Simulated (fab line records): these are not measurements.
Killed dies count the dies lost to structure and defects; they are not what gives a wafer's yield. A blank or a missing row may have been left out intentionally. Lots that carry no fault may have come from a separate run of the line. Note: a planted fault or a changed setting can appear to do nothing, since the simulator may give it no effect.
fab line records    flow n5Finfet
[record] lots = 7  wafers = 39
route steps=1938 shown WELL_APT@33 STI_FIN_REVEAL@196 DUMMY_GATE@243 MOL_CONTACT_COAG@584
startH: the number of hours between the record's first day and the start of the first shown wafer of the lot    waitH: time in hours since the lot's previous step    " unchanged from the row above    L1.1+2: several wafers, shown together as one row    - value missing, or start not given    * or withheld: withheld    < > ~ a bound
route shown NAME@n: names a module that has steps shown in the file, with the first one's number in the route    usual: mean/standard deviation taken from wafers without a fault    same: alike in all rows    chamber/n: place in a boat    sites: each site's reading    _std_site: standard deviation across them    _edge_site: inner sites' mean taken away from outer sites' mean    radiusMm: how far each site lies from the wafer's centre    mask NAME#n: copy n    behind: the tool/chamber that last shaped the wafer    hold: why the lot was held/for how many hours/how that ended    device: transistor that didn't switch, given as n, p or np    end of line: tests of these same wafers at the route's end    where a step has no rows: the recipe by itself    killed: count of dies lost to structure and defects at first sort (not the wafer's yield)    map: a wafer's dies, x killed, . not, _ none there
set.NAME: the run value of the setting; set.NAME@STEP: its run value at that earlier step    model.NAME: the simulator's own value behind a step, which no gauge read
lots whose settings were changed on purpose; a table a step, a row a wafer
[[steps]]
[step N5_WELL_APT_IMPLANT_15]
[recipe] species = As  energyKev = 25  doseCm2 = 1.5e+13  tiltDeg = 0  rotationDeg = 0
lot.wafer         tool          chamber  startH  waitH  set.energyKev  model.implant.rpNm  model.implant.drpNm
L074.1+2+5        implanter-01  0        14.18   0.1    25             18.34               8.457
L074.3+4+6        "             0        "       "      23.84          17.71               8.178
L075.2+4+6        implanter-02  0        20.63   0.1    25             19.19               8.457
L081.1+3+4        implanter-02  0        56.34   0.1    25             18.64               8.457
L081.2+5+6        "             0        "       "      21.47          16.66               7.599
L087.1+2+3+4+5+6  implanter-02  0        92.05   0.1    25             18.26               8.457
L091.1+2+5        implanter-01  0        116.07  0.1    25             19.57               8.457
L091.3+4+6        "             0        "       "      22.5           18.1                7.852
L092.1+3+6        implanter-01  0        122.47  0.1    22.34          17.63               7.813
L092.2+4+5        "             0        "       "      25             19.16               8.457
L094.1+5+6        implanter-01  0        134.18  0.1    23.94          18.05               8.202
L094.2+3+4        "             0        "       "      25             18.64               8.457
[step N5_STI_FIN_REVEAL_RECESS_09]
[recipe] chemistry = HF/NH3  target = SiO2  afsCycles = 11  targetDepthA = 425  tempC = 30  sublimationTempC = 180  sublimationTimeS = 60
lot.wafer   tool          chamber  startH  waitH  set.targetDepthA
L074.1+4+5  vaporEtch-02  1        35.46   0.0    412.6
L074.2+3+6  "             0        "       "      425
L075.2+4+6  vaporEtch-02  0,0,1    41.58   0.0    425
L081.1+2+6  vaporEtch-01  0,1,1    77.66   0.0    425
L081.3+4+5  "             1,0,0    "       "      432.8
L087.1+2+4  vaporEtch-01  1,0,0    112.49  0.0    425
L087.3+5+6  "             1,0,1    "       "      416.8
L091.1+3+5  vaporEtch-01  1        136.04  0.0    425
L091.2+4+6  "             0        "       "      410.9
L092.1+3+5  vaporEtch-02  0,1,0    142.71  0.0    425
L092.2+4+6  "             1,0,1    "       "      443.2
L094.1+3+5  vaporEtch-02  0,0,1    154.99  0.1    439.3
L094.2+4+6  "             1,1,0    "       "      425
[step N5_STI_FIN_REVEAL_STRIP_16]
[recipe] chemistry = H3PO4  material = SiNx  tempC = 165  targetDepthA = 238  overetchFraction = 0.4964  dry = ipaMarangoni
[step N5_STI_FIN_REVEAL_PRECLEAN_17]
[recipe] chemistry = NF3:NH3  afsCycles = 1  tempC = 30  timeS = 20  sublimationTempC = 180  sublimationTimeS = 60  pressureTorr = 3  rfPowerW = 30
[step N5_STI_FIN_REVEAL_SRD_23]
[recipe] dry = ipaMarangoni  timeS = 30  tempC = 23  rinseLiquid = diw
[step N5_STI_FIN_REVEAL_FIN_H_MEAS_10]
[usual] trenchDepthNm = 52.0/0.64
lot.wafer  tool    chamber  startH  waitH  set.targetDepthA@STI_FIN_REVEAL_RECESS_09  trenchDepthNm
L074.1     ocd-01  -        38.52   0.0    412.6                                      50.3
L074.2     "       -        "       "      425                                        51.6
L074.3     "       -        "       "      425                                        51.7
L074.4     "       -        "       "      412.6                                      49.6
L074.5     "       -        "       "      412.6                                      50.4
L074.6     "       -        "       "      425                                        52.0
L075.2     ocd-02  -        44.44   0.0    425                                        52.1
L075.4     "       -        "       "      425                                        51.9
L075.6     "       -        "       "      425                                        51.8
L081.1     ocd-01  -        80.47   0.0    425                                        51.7
L081.2     "       -        "       "      425                                        52.2
L081.3     "       -        "       "      432.8                                      53.0
L081.4     "       -        "       "      432.8                                      52.1
L081.5     "       -        "       "      432.8                                      53.0
L081.6     "       -        "       "      425                                        51.5
L087.1     ocd-01  -        115.19  0.0    425                                        51.6
L087.2     "       -        "       "      425                                        51.8
L087.3     "       -        "       "      416.8                                      51.0
L087.4     "       -        "       "      425                                        51.4
L087.5     "       -        "       "      416.8                                      51.2
L087.6     "       -        "       "      416.8                                      50.9
L091.1     ocd-02  -        138.73  0.0    425                                        53.1
L091.2     "       -        "       "      410.9                                      50.8
L091.3     "       -        "       "      425                                        53.5
L091.4     "       -        "       "      410.9                                      51.0
L091.5     "       -        "       "      425                                        52.9
L091.6     "       -        "       "      410.9                                      51.6
L092.1     ocd-02  -        145.83  0.0    425                                        52.4
L092.2     "       -        "       "      443.2                                      54.5
L092.3     "       -        "       "      425                                        52.8
L092.4     "       -        "       "      443.2                                      54.2
L092.5     "       -        "       "      425                                        52.5
L092.6     "       -        "       "      443.2                                      53.7
L094.1     ocd-01  -        157.87  0.0    439.3                                      52.7
L094.2     "       -        "       "      425                                        51.9
L094.3     "       -        "       "      439.3                                      52.4
L094.4     "       -        "       "      425                                        51.6
L094.5     "       -        "       "      439.3                                      52.2
L094.6     "       -        "       "      425                                        51.2
[step N5_DUMMY_GATE_ETCH_31]
[recipe] chemistry = C4F6/O2  target = SiO2  maskMaterial = SOC  targetDepthA = 825  timeS = 27.5  ionEnergyEv = 250  pressureMtorr = 30  sourceW = 345  biasW = 185  Ar_flow_sccm = 300  C4F6_flow_sccm = 10  O2_flow_sccm = 10
lot.wafer  tool        chamber  startH  waitH  set.targetDepthA  model.etch.depthNm  model.SOC_of_DUMMY_GATE_COAT_34.thkNm
L074.1     rieDiel-03  0        47.91   0.1    825               82.47               51.8
L074.2     "           1        "       "      825               82.45               52
L074.3     "           2        "       "      793.3             79.34               52.2
L074.4     "           3        "       "      825               83.2                51.8
L074.5     "           1        "       "      793.3             80.22               52.2
L074.6     "           0        "       "      793.3             78.97               52
L075.2     rieDiel-04  3        53.66   0.0    825               80.89               51.8
L075.4     "           2        "       "      825               79.37               52.2
L075.6     "           3        "       "      825               81.1                52
L081.1     rieDiel-03  1        89.95   0.2    825               82.14               51.8
L081.2     "           0        "       "      759.3             76.51               52.2
L081.3     "           3        "       "      759.3             75.1                52.4
L081.4     "           2        "       "      825               82.49               51.8
L081.5     "           1        "       "      825               81.68               51.8
L081.6     "           0        "       "      759.3             75.56               52.4
L087.1     rieDiel-02  0        125.05  0.2    740.9             73.22               53
L087.2     "           2        "       "      740.9             72.27               52.8
L087.3     "           1        "       "      825               82.48               52
L087.4     "           3        "       "      825               80.5                52.4
L087.5     "           2        "       "      825               81.15               52
L087.6     "           1        "       "      740.9             74.04               53
L091.1     rieDiel-04  1        148.48  0.0    737.6             73.18               52.6
L091.2     "           0        "       "      737.6             72.93               52.8
L091.3     "           2        "       "      825               79.64               52.2
L091.4     "           3        "       "      825               81.21               52
L091.5     "           0        "       "      825               81.16               52
L091.6     "           1        "       "      737.6             72.21               52.8
L092.1     rieDiel-03  3        155.23  0.0    825               82.19               51.8
L092.2     "           1        "       "      825               82.36               52
L092.3     "           0        "       "      825               82.35               51.8
L092.4     "           2        "       "      825               82.33               51.8
L092.5     "           0        "       "      825               83.19               51.8
L092.6     "           1        "       "      825               82.64               51.8
L094.1     rieDiel-03  0        167.18  0.1    825               82.22               51.8
L094.2     "           3        "       "      825               81.89               52
L094.3     "           2        "       "      825               81.62               52
L094.4     "           1        "       "      825               81.66               52
L094.5     "           0        "       "      825               81.48               52
L094.6     "           3        "       "      825               82.02               52
[step N5_DUMMY_GATE_ETCH_32]
[recipe] chemistry = CF4  target = SiO2  targetDepthA = 35  timeS = 3.9  ionEnergyEv = 350  pressureMtorr = 10  icpW = 800  biasW = 400  cf4FlowSccm = 80
lot.wafer  tool      chamber  startH  waitH  set.timeS  model.etch.depthNm
L074.1     rieSi-03  2        48.15   0.1    3.182      2.837
L074.2     "         3        "       "      3.9        3.512
L074.3     "         0        "       "      3.182      2.877
L074.4     "         1        "       "      3.9        3.474
L074.5     "         1        "       "      3.9        3.498
L074.6     "         0        "       "      3.182      2.882
L075.2     rieSi-04  1        53.90   0.1    3.9        3.558
L075.4     "         0        "       "      3.9        3.556
L075.6     "         0        "       "      3.9        3.538
L081.1     rieSi-02  2        90.20   0.1    3.9        3.49
L081.2     "         3        "       "      3.583      3.158
L081.3     "         0        "       "      3.9        3.531
L081.4     "         1        "       "      3.583      3.116
L081.5     "         1        "       "      3.583      3.111
L081.6     "         2        "       "      3.9        3.502
L087.1     rieSi-02  2        125.30  0.1    3.643      3.276
L087.2     "         3        "       "      3.9        3.492
L087.3     "         1        "       "      3.9        3.415
L087.4     "         0        "       "      3.643      3.303
L087.5     "         2        "       "      3.643      3.286
L087.6     "         3        "       "      3.9        3.493
L091.1     rieSi-04  3        148.72  0.1    3.233      2.84
L091.2     "         1        "       "      3.233      2.942
L091.3     "         2        "       "      3.9        3.484
L091.4     "         2        "       "      3.233      2.907
L091.5     "         3        "       "      3.9        3.439
L091.6     "         1        "       "      3.9        3.552
L092.1     rieSi-04  3        155.47  0.1    4.168      3.652
L092.2     "         1        "       "      3.9        3.554
L092.3     "         2        "       "      3.9        3.449
L092.4     "         3        "       "      4.168      3.677
L092.5     "         2        "       "      3.9        3.471
L092.6     "         1        "       "      4.168      3.779
L094.1     rieSi-03  2        167.43  0.1    3.9        3.423
L094.2     "         3        "       "      4.329      3.822
L094.3     "         1        "       "      3.9        3.439
L094.4     "         0        "       "      4.329      3.861
L094.5     "         3        "       "      4.329      3.894
L094.6     "         2        "       "      3.9        3.45
[step N5_DUMMY_GATE_ETCH_42]
[recipe] chemistry = CHF3/O2  target = SiO2  targetDepthA = 35  timeS = 31  ionEnergyEv = 30  biasW = 12  pressureMtorr = 30  sourceW = 600  Ar_flow_sccm = 200  CHF3_flow_sccm = 50  O2_flow_sccm = 5
[usual] rfVppV = 42.3/0.9
lot.wafer  tool        chamber  startH  waitH  set.biasW  rfVppV
L074.1     rieDiel-02  3        48.40   0.0    9.94       37.7
L074.2     "           1        "       "      12         42.4
L074.3     "           2        "       "      12         41.3
L074.4     "           0        "       "      9.94       37.0
L074.5     "           3        "       "      12         42.4
L074.6     "           2        "       "      9.94       36.9
L075.2     rieDiel-04  1        54.15   0.0    12         43.6
L075.4     "           3        "       "      12         42.4
L075.6     "           2        "       "      12         42.4
L081.1     rieDiel-03  2        90.44   0.0    11.37      40.2
L081.2     "           3        "       "      11.37      40.6
L081.3     "           0        "       "      12         42.6
L081.4     "           1        "       "      12         42.3
L081.5     "           0        "       "      11.37      40.9
L081.6     "           3        "       "      12         42.0
L087.1     rieDiel-03  2        125.55  0.0    13.17      44.7
L087.2     "           0        "       "      12         42.3
L087.3     "           3        "       "      12         42.0
L087.4     "           1        "       "      12         43.7
L087.5     "           0        "       "      13.17      46.3
L087.6     "           3        "       "      13.17      45.5
L091.1     rieDiel-03  3        148.97  0.0    12         42.5
L091.2     "           1        "       "      12         44.1
L091.3     "           0        "       "      12         41.0
L091.4     "           2        "       "      12         41.7
L091.5     "           3        "       "      12         41.3
L091.6     "           2        "       "      12         41.1
L092.1     rieDiel-02  3        155.72  0.0    12         43.7
L092.2     "           0        "       "      10.49      37.1
L092.3     "           1        "       "      12         42.9
L092.4     "           3        "       "      12         42.6
L092.5     "           1        "       "      10.49      38.6
L092.6     "           0        "       "      10.49      38.9
L094.1     rieDiel-02  0        167.68  0.0    12         40.8
L094.2     "           3        "       "      10.05      35.8
L094.3     "           1        "       "      12         42.2
L094.4     "           1        "       "      12         42.4
L094.5     "           3        "       "      10.05      37.3
L094.6     "           0        "       "      10.05      36.6
[step N5_MOL_CONTACT_COAG_ETCHBACK_135]
[recipe] chemistry = CHF3  target = SiO2  targetDepthA = 250  timeS = 16.7  ionEnergyEv = 200  pressureMtorr = 30  sourceW = 610  biasW = 170  Ar_flow_sccm = 200  CHF3_flow_sccm = 50
lot.wafer   tool        chamber  startH  waitH  set.timeS  model.SOC_of_MOL_CONTACT_COAG_COAT_75.thkNm
L074.1      rieDiel-06  3        96.58   0.0    14.29      58.2
L074.2+3    "           1,2      "       "      16.7       57.8
L074.4      "           0        "       "      16.7       57.6
L074.5+6    "           1,2      "       "      14.29      58
L075.2+4    rieDiel-05  0,1      101.98  0.0    16.7       57.4
L075.6      "           0        "       "      16.7       57
L081.1      rieDiel-06  1        144.53  0.0    16.7       57.2
L081.2      "           2        "       "      16.7       57.4
L081.3+4    "           3,0      "       "      12.84      58.2
L081.5      "           0        "       "      12.84      58
L081.6      "           3        "       "      16.7       57.6
L087.1      rieDiel-06  0        179.50  0.0    16.7       57.4
L087.2+5    "           3,1      "       "      14.98      57.8
L087.3+4    "           1,2      "       "      16.7       57.6
L087.6      "           2        "       "      14.98      57.6
L091.1+3+4  rieDiel-06  2,0,3    203.21  0.0    16.7       57.6
L091.2+5+6  "           1,1,2    "       "      14.94      58
L092.1+2    rieDiel-01  2,3      209.90  0.0    16.7       57.6
L092.3      "           0        "       "      15.21      58
L092.4+6    "           1,3      "       "      15.21      57.8
L092.5      "           0        "       "      16.7       57.8
L094.1+2    rieDiel-01  0,1      218.41  0.0    16.7       57.6
L094.3      "           3        "       "      20.65      57.2
L094.4+5    "           2,1      "       "      20.65      57
L094.6      "           0        "       "      16.7       57.8
[step N5_MOL_CONTACT_COAG_ALD_133]
[recipe] material = SiO2  targetThkA = 50  tempC = 100  aldPrecursorFamily = BDEAS  aldCoReactant = O2-plasma  pulseTimeS = 1  coReactantPulseTimeS = 1  purgeTimeS = 2  coReactantPurgeTimeS = 2  aldCycles = 35  pressureTorr = 2
lot.wafer         tool       chamber      startH  waitH  set.aldCycles  model.SiO2_of_MOL_CONTACT_COAG_ALD_133.thkNm
L074.1+2+6        aldSin-04  3,2,1        97.94   0.4    40             5.8
L074.3+4+5        "          0,1,2        "       "      35             5
L075.2+4+6        aldSin-04  3,1,1        102.93  0.1    35             5
L081.1+4+6        aldSin-04  0,2,3        145.86  0.1    41             5.8
L081.2+3+5        "          1,3,0        "       "      35             5
L087.1+2+3+4+5+6  aldSin-03  0,1,3,2,1,2  180.48  0.1    35             5
L091.1+2+5        aldSin-03  3,1,3        204.33  0.1    35             5
L091.3+4+6        "          2,1,2        "       "      38             5.4
L092.1+2+3+4+5+6  aldSin-04  0,1,3,2,1,0  211.18  0.1    35             5
L094.1+5+6        aldSin-04  3,1,2        219.54  0.1    35             5
L094.2+3+4        "          2,0,1        "       "      30             4.2
[[key]]
[split] step = N5_WELL_APT_IMPLANT_15  setting = energyKev  stated = 25  by = wafer
[response] step = N5_WELL_APT_IMPLANT_15  reading = model.implant.rpNm  change = +0.143  per = 1%  r = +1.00
[response] step = N5_WELL_APT_IMPLANT_15  reading = model.implant.drpNm  change = +0.0606  per = 1%  r = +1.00
[split] step = N5_STI_FIN_REVEAL_RECESS_09  setting = targetDepthA  stated = 425  by = wafer
[response] step = N5_STI_FIN_REVEAL_FIN_H_MEAS_10  reading = trenchDepthNm  change = +0.423  per = 1%  r = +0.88
[split] step = N5_DUMMY_GATE_ETCH_31  setting = targetDepthA  stated = 825  by = wafer
[response] step = N5_DUMMY_GATE_ETCH_31  reading = model.etch.depthNm  change = +0.782  per = 1%  r = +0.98
[response] step = N5_DUMMY_GATE_ETCH_31  reading = model.SOC_of_DUMMY_GATE_COAT_34.thkNm  change = -0.0696  per = 1%  r = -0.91
[split] step = N5_DUMMY_GATE_ETCH_32  setting = timeS  stated = 3.9  by = wafer
[response] step = N5_DUMMY_GATE_ETCH_32  reading = model.etch.depthNm  change = +0.0353  per = 1%  r = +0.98
[split] step = N5_DUMMY_GATE_ETCH_42  setting = biasW  stated = 12  by = wafer
[response] step = N5_DUMMY_GATE_ETCH_42  reading = rfVppV  change = +0.317  per = 1%  r = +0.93
[split] step = N5_MOL_CONTACT_COAG_ETCHBACK_135  setting = timeS  stated = 16.7  by = wafer
[response] step = N5_MOL_CONTACT_COAG_ETCHBACK_135  reading = model.SOC_of_MOL_CONTACT_COAG_COAT_75.thkNm  change = -0.0275  per = 1%  r = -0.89
[split] step = N5_MOL_CONTACT_COAG_ALD_133  setting = aldCycles  stated = 35  by = wafer
[response] step = N5_MOL_CONTACT_COAG_ALD_133  reading = model.SiO2_of_MOL_CONTACT_COAG_ALD_133.thkNm  change = +0.0516  per = 1%  r = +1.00
